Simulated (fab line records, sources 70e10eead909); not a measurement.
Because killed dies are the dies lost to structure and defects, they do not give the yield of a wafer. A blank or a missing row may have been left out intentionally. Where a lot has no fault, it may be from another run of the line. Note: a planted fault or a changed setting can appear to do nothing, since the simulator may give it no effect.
fab line records -- flow nandHarc
record: lots: 5, wafers: 15, lastDay: 33
route steps=1302 shown P_GATE@155
lots that met no fault: from a run of the same line without faults
startH: start of the lot's first displayed wafer, in hours after the record's first day -- waitH: hours from the lot's prior step to this one -- " the same as in the row above -- L1.1+2: a row that stands for several wafers -- - value missing, or start not given -- * or withheld: withheld -- < > ~ a bound
route shown NAME@n: NAME is a module with steps in the file, n the number in the route of the first one -- usual: mean/standard deviation of fault-free wafers -- same: alike in all rows -- chamber/n: place in a boat -- sites: readings site by site -- _std_site: standard deviation across them -- _edge_site: the outer-site mean with the inner-site mean subtracted -- radiusMm: how far each site lies from the wafer's centre -- mask NAME#n: copy n -- behind: the last tool/chamber to shape the wafer -- hold: the reason the lot was held/the length of the hold in hours/how it ended -- device: the n, p or np transistor that did not switch -- end of line: the route-end tests of the same wafers -- a step without rows: its recipe alone -- killed: count of dies lost to structure and defects at first sort (not the wafer's yield) -- map: dies across one wafer; x = killed, . = not, _ = none there
set.NAME: the setting that was run; set.NAME@STEP: the one run at that earlier step -- model.NAME: the simulator's own value behind a step, which no gauge read
lots at selected steps of the route; one table per step, one row per wafer
services: the hour from which a tool's chamber was out of use, counted from the record's first day as startH (under 0 if before that day), plus the number of hours and why
== steps ==
step: NHARC_P_GATE_ALD_36
recipe: targetThkA: 200, pulseTimeS: 60, aldCycles: 223, tempC: 400, material: SiNx
usual: heaterPowerW: 807/70, precursorPulseHeightRel: 0.998/0.022
lot.wafer,tool,chamber,startH,waitH,heaterPowerW,precursorPulseHeightRel
L595.4,aldSin-01,3,115.04,-,813,0.977
L595.1,aldSin-01,0,116.10,-,767,1.001
L595.2,aldSin-01,1,117.15,-,814,1.018
L600.3,aldSin-02,2,171.86,-,871,1.006
L600.1,aldSin-02,3,172.92,-,795,0.974
L600.5,aldSin-02,2,176.08,-,880,0.973
L609.1,aldSin-01,0,259.10,-,778,1.028
L609.2,aldSin-01,1,260.16,-,810,0.984
L609.3,aldSin-01,2,261.22,-,788,0.994
L614.3,aldSin-01,2,309.48,-,771,0.988
L614.2,aldSin-01,1,312.66,-,809,0.996
L614.6,aldSin-01,3,314.79,-,847,1.011
L615.1,aldSin-02,2,319.59,-,909,0.980
L615.3,aldSin-02,3,320.64,-,824,1.016
L615.6,aldSin-02,1,322.73,-,776,1.002
step: NHARC_P_GATE_ETCHBACK_37
recipe: targetDepthA: 345, timeS: 17.2, chf3FlowSccm: 50, o2FlowSccm: 10, arFlowSccm: 200, rfW: 500, biasW: 200, chemistry: CHF3/O2
usual: biasW: 200.1/0.68, chf3FlowSccm: 49.99/0.17, drypumpMotorCurrentA: 5.8/0.46, oesProductAu: 0.94/0.03, rfVppV: 369.7/2.3, showerheadPlenumPTorr: 2.36/0.099, throttleValvePct: 20.573/0.0089
lot.wafer,tool,chamber,startH,waitH,biasW,chf3FlowSccm,drypumpMotorCurrentA,oesProductAu,rfHoursCounterH,rfVppV,showerheadPlenumPTorr,throttleValvePct
L595.2,rieDiel-01,2,-,-,199.1,49.91,4.9,0.93,1.6,371.9,2.38,20.565
L595.1,rieDiel-01,3,-,-,199.6,50.24,5.8,0.91,1.1,372.0,2.43,20.581
L595.4,rieDiel-01,0,-,-,198.7,50.05,6.4,0.93,1.2,371.5,2.45,20.577
L600.3,rieDiel-09,1,-,-,199.4,49.90,6.3,0.95,2.0,372.8,2.54,20.571
L600.1,rieDiel-09,2,-,-,199.1,50.16,6.1,0.98,2.2,367.6,2.25,20.569
L600.5,rieDiel-09,2,-,-,199.7,50.23,6.2,0.97,-,368.3,2.25,20.567
L609.3,rieDiel-02,3,-,-,200.7,49.88,5.3,0.94,1.7,373.4,2.52,20.571
L609.2,rieDiel-02,0,-,-,200.1,49.90,5.4,0.93,1.4,370.9,2.34,20.589
L609.1,rieDiel-02,1,-,-,200.7,49.85,6.3,0.94,1.3,368.5,2.33,20.577
L614.3,rieDiel-01,3,-,-,200.0,50.03,5.8,0.91,7.0,370.6,2.42,20.584
L614.2,rieDiel-01,1,-,-,200.9,50.02,6.2,0.93,7.8,369.9,2.31,20.572
L614.6,rieDiel-01,0,-,-,200.1,49.90,6.4,0.91,-,370.2,2.45,20.575
L615.3,rieDiel-02,1,-,-,201.5,49.91,6.3,0.92,4.4,369.1,2.33,20.566
L615.1,rieDiel-02,3,-,-,200.6,49.79,5.3,0.93,4.2,372.7,2.52,20.570
L615.6,rieDiel-02,0,-,-,200.7,50.01,5.4,0.91,-,369.1,2.34,20.568
step: NHARC_P_GATE_STRIP_101
recipe: timeS: 20, o2FlowSccm: 500, arFlowSccm: 0, biasW: 0, chemistry: O2
usual: drypumpMotorCurrentA: 5.8/0.47, oesProductAu: 0.999/0.0098, rfVppV: 57.7/0.8, showerheadPlenumPTorr: 3.48/0.15, throttleValvePct: 17.036/0.01
same: biasW: 0
lot.wafer,tool,chamber,startH,waitH,drypumpMotorCurrentA,oesProductAu,rfHoursCounterH,rfVppV,showerheadPlenumPTorr,throttleValvePct
L595.4,rieDiel-01,1,123.57,0.1,6.1,0.990,1.6,56.9,3.41,17.037
L595.2,rieDiel-01,2,123.57,0.1,4.9,1.005,1.6,57.6,3.50,17.036
L595.1,rieDiel-01,3,123.57,0.1,5.8,0.984,1.1,58.1,3.56,17.020
L600.1,rieDiel-09,3,180.41,0.1,6.3,1.010,1.8,56.5,3.31,17.034
L600.3,rieDiel-09,1,180.41,0.1,6.3,0.994,2.0,58.8,3.72,17.043
L600.5,rieDiel-09,3,180.41,0.1,6.3,1.007,-,57.0,3.31,17.056
L609.2,rieDiel-02,2,267.67,0.1,5.4,0.994,1.7,58.3,3.29,17.029
L609.1,rieDiel-02,0,267.67,0.1,5.4,1.008,1.4,57.5,3.44,17.042
L609.3,rieDiel-02,1,267.67,0.1,6.3,0.990,1.3,59.0,3.42,17.027
L614.3,rieDiel-01,1,319.12,0.1,6.1,1.016,7.8,57.8,3.40,17.025
L614.2,rieDiel-01,3,319.12,0.1,5.7,0.988,7.0,57.2,3.55,17.029
L614.6,rieDiel-01,0,319.12,0.1,6.4,0.998,-,58.4,3.60,17.035
L615.1,rieDiel-02,2,327.05,0.1,5.4,1.008,4.6,58.6,3.29,17.030
L615.3,rieDiel-02,3,327.05,0.1,5.3,1.003,4.2,57.1,3.69,17.032
L615.6,rieDiel-02,2,327.05,0.1,5.4,1.013,-,57.3,3.29,17.017
step: NHARC_P_GATE_PRECLEAN_97
recipe: timeS: 600, tempC: 120, chemistry: SPM
step: NHARC_P_GATE_SRD_98
step: NHARC_P_GATE_PRECLEAN_99
recipe: timeS: *, tempC: 50, bathAgeMin: 0, chemistry: SC1
step: NHARC_P_GATE_SRD_100
step: NHARC_P_GATE_DEHYDRATE_38
recipe: tempC: 150, timeS: 120
step: NHARC_P_GATE_HMDS_39
recipe: timeS: 30
step: NHARC_P_GATE_COAT_40
recipe: spinRpm: 3000
step: NHARC_P_GATE_SOFTBAKE_41
recipe: tempC: 122, timeS: 95
step: NHARC_P_GATE_EBR_42
step: NHARC_P_GATE_EXPOSE_43
recipe: na: 0.6, targetCdNm: 720, doseMj: 14.81, maskId: P_NSD
lot.wafer,tool,chamber,startH,waitH,mask
L595.1+2+4,krfScanner-01,0,124.33,-,P_NSD#0
L600.1+3+5,krfScanner-02,0,181.20,-,P_NSD_R1#0
L609.1+2+3,krfScanner-04,0,268.43,-,P_NSD#0
L614.2+3+6,krfScanner-02,0,319.89,-,P_NSD#0
L615.1+3+6,krfScanner-01,0,327.81,-,P_NSD#0
step: NHARC_P_GATE_PEB_44
recipe: pebTempC: 118, pebTimeS: 85
step: NHARC_P_GATE_DEVELOP_45
recipe: timeS: 70
step: NHARC_P_GATE_CD_MEAS_46
recipe: targetCdNm: 720, landingEnergyEv: 500
usual: cdNm: 719.4/2
same: landingEnergyEv: 500
lot.wafer,tool,chamber,startH,waitH,cdNm
L595.1,cdSem-02,0,124.49,-,717.3
L595.2,cdSem-02,0,124.49,-,720.0
L595.4,cdSem-02,0,124.49,-,717.3
L600.1,cdSem-02,0,181.35,-,684.0
L600.3,cdSem-02,0,181.35,-,682.7
L600.5,cdSem-02,0,181.35,-,682.6
L609.1,cdSem-03,0,268.59,-,718.5
L609.2,cdSem-03,0,268.59,-,718.1
L609.3,cdSem-03,0,268.59,-,721.3
L614.2,cdSem-02,0,320.05,-,719.7
L614.3,cdSem-02,0,320.05,-,721.9
L614.6,cdSem-02,0,320.05,-,718.0
L615.1,cdSem-03,0,327.97,-,718.9
L615.3,cdSem-03,0,327.97,-,715.4
L615.6,cdSem-03,0,327.97,-,716.9
step: NHARC_P_GATE_HARDBAKE_47
recipe: tempC: 125, timeS: 80
step: NHARC_P_GATE_DESCUM_48
recipe: timeS: 3, o2FlowSccm: 200, arFlowSccm: 0, biasPowerW: 0, chemistry: O2
usual: drypumpMotorCurrentA: 5.8/0.49, oesProductAu: 1.000/0.0096, rfVppV: 57.6/0.91, showerheadPlenumPTorr: 1.89/0.077, throttleValvePct: 11.312/0.0096
lot.wafer,tool,chamber,startH,waitH,drypumpMotorCurrentA,oesProductAu,rfHoursCounterH,rfVppV,showerheadPlenumPTorr,throttleValvePct,model.P_GATE.cdNm
L595.1,rieDiel-01,1,124.66,-,6.1,0.989,1.6,57.3,1.84,11.309,718
L595.4,rieDiel-01,3,124.66,-,5.8,0.996,1.1,57.5,1.93,11.321,717.2
L595.2,rieDiel-01,0,124.66,-,6.4,0.987,1.2,56.3,1.96,11.329,719.2
L600.3,rieDiel-09,2,181.51,-,6.1,1.014,2.2,56.7,1.79,11.311,682.9
L600.1,rieDiel-09,0,181.51,-,5.5,0.996,1.6,56.5,1.89,11.328,684.3
L600.5,rieDiel-09,3,181.51,-,6.3,1.007,-,57.5,1.79,11.312,682
L609.2,rieDiel-09,3,268.75,-,6.3,1.013,5.8,58.4,1.78,11.305,717.3
L609.1,rieDiel-09,0,268.75,-,5.5,1.004,6.7,57.7,1.89,11.299,719
L609.3,rieDiel-09,1,268.75,-,6.3,0.993,7.1,58.7,2.02,11.304,720.8
L614.3,rieDiel-02,0,320.21,-,5.4,0.994,3.9,55.9,1.86,11.303,722.4
L614.2,rieDiel-02,1,320.21,-,6.3,0.994,4.3,60.1,1.85,11.318,720.1
L614.6,rieDiel-02,0,320.21,-,5.4,0.996,-,56.0,1.86,11.319,718.7
L615.1,rieDiel-02,3,328.14,-,5.3,1.004,4.2,57.4,2.01,11.310,717.6
L615.3,rieDiel-02,0,328.14,-,5.4,0.991,4.0,56.9,1.86,11.313,715.7
L615.6,rieDiel-02,2,328.14,-,5.4,0.996,-,58.4,1.78,11.306,717
step: NHARC_P_GATE_IMPLANT_49
recipe: energyKev: 30, doseCm2: 3e+15, tiltDeg: 7
== services ==
tool,chamber,startH,hours,kind
rieDiel-01,3,91.89,1.6,repair
krfScanner-02,-,94.00,4.0,pm
krfScanner-01,-,104.53,4.0,repair
krfScanner-02,-,112.61,0.4,repair
rieDiel-09,0,118.59,10.0,repair
aldSin-02,-,121.40,10.0,pm
rieDiel-09,0,129.41,5.3,repair
krfScanner-01,-,140.00,4.0,pm
rieDiel-09,-,143.10,9.0,pm
aldSin-01,3,146.31,19.7,repair
aldSin-01,1,159.02,3.5,repair
rieDiel-01,1,188.75,5.8,repair
rieDiel-01,2,190.47,18.8,repair
rieDiel-01,-,203.99,9.0,pm
aldSin-02,2,214.47,10.7,repair
rieDiel-02,-,216.70,9.0,pm
aldSin-01,-,216.90,10.0,pm
aldSin-02,2,229.81,19.8,repair
krfScanner-02,-,266.00,4.0,pm
rieDiel-01,1,288.30,1.6,repair
krfScanner-02,-,290.43,1.2,repair
aldSin-02,-,299.40,10.0,pm
rieDiel-09,-,320.10,9.0,pm
aldSin-01,1,322.69,5.5,repair
== key ==
firstSign: step: NHARC_P_GATE_EXPOSE_43, reading: mask, direction: changed
effect: step: NHARC_P_GATE_CD_MEAS_46, reading: cdNm, direction: down, sigmas: 18, usual: 719.4, struck: 683.1
modelEffect: step: NHARC_P_GATE_DESCUM_48, value: P_GATE.cdNm, without: 720.7, struck: 683
metAt NHARC_P_GATE_EXPOSE_43
struckWafers L600.1,L600.3,L600.5
testerLeftOut L600
fault: kind: wrongMask, tool: any, chamber: -, onsetH: 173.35, steps: NHARC_P_GATE_EXPOSE_43, auxCopy: P_NSD_R1#0, cdOffsetNm: -37.698, scope: struckLotsOnly
testerLeftOut: of these lots the tester's yield and bins aren't shown, on N5 and GAA mostly nor the transistor test; their killed dies are dies lost to structure and defects alone, not to doping, threshold or leakage, so they don't give the yield
